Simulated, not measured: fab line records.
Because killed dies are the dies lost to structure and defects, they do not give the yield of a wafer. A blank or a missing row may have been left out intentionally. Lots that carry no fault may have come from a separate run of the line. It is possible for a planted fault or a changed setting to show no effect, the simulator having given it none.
Chamber matching	flow n5 finfet	N5_BEOL_M1_DESCUM_16 on rie diel-04: 4 sister chambers
The step chemistry O2, time 7 s. 18 wafers are shown with their chamber, then 9 later ones without.

== WAFERS, EACH WITH ITS CHAMBER ==
wafer	chamber	drypump motor current A (A)	showerhead plenum p Torr (Torr)	throttle valve pct (%)
L076.1	2	5.8	2.16	20.69
L076.2	1	5.7	2.04	20.12
L076.4	3	6.5	1.99	20.51
L077.2	3	6.5	1.99	20.51
L077.5	1	5.7	2.04	20.12
L077.6	0	5.8	2.14	20.54
L082.1	1	5.7	2.04	20.14
L082.2	0	5.8	2.14	20.55
L082.3	2	5.7	2.16	20.71
L082.4	3	6.5	1.99	20.50
L082.5	2	5.7	2.16	20.69
L082.6	3	6.5	1.99	20.52
L088.2	1	5.7	2.03	20.16
L088.3	0	5.8	2.13	20.57
L088.5	2	5.8	2.15	20.73
L089.1	2	5.8	2.15	20.74
L089.2	1	5.7	2.03	20.15
L089.5	2	5.7	2.15	20.73

SIGNATURES (means of the wafers above)
reading	chamber 0	chamber 1	chamber 2	chamber 3	scatter within a chamber
drypump motor current A	5.800	5.700	5.750	6.500	0.0327
showerhead plenum p Torr	2.1367	2.0360	2.1550	1.9900	0.0049
throttle valve pct	20.5533	20.1380	20.7150	20.5100	0.0175
Rule: a wafer lies at a distance from a chamber equal to the root of the sum of squares, over the readings, of (its reading less the chamber's mean, divided by the reading's scatter). If the next closest chamber is less than 2 further off than the closest, the wafer can't be placed; otherwise it belongs to the closest. How the scatter is found: for the shown wafers, subtract from each reading the mean of its chamber, square and add these, divide the total by (wafers less chambers), then take the root.

== WAFERS MISSING THEIR CHAMBER ==
wafer	drypump motor current A (A)	showerhead plenum p Torr (Torr)	throttle valve pct (%)
L093.1	5.8	2.15	20.75
L093.2	5.7	2.03	20.17
L093.3	6.5	1.99	20.53
L093.4	6.4	1.99	20.55
L093.5	5.7	2.03	20.16
L093.6	5.8	2.15	20.74
L097.1	5.7	2.03	20.19
L097.2	6.5	1.98	20.55
L097.3	5.8	2.13	20.21

== WHICH CHAMBER EACH WENT THROUGH ==
wafer	from the rows above	in truth
L093.1	2	2
L093.2	1	1
L093.3	3	3
L093.4	3	3
L093.5	1	1
L093.6	2	2
L097.1	1	1
L097.2	3	3
L097.3	can't be placed: 0 or 1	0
Correct placement for 8 of the 9. Can't be placed from these rows: 1 (the true chamber is among the candidates in 1). Placed wrongly: 0.
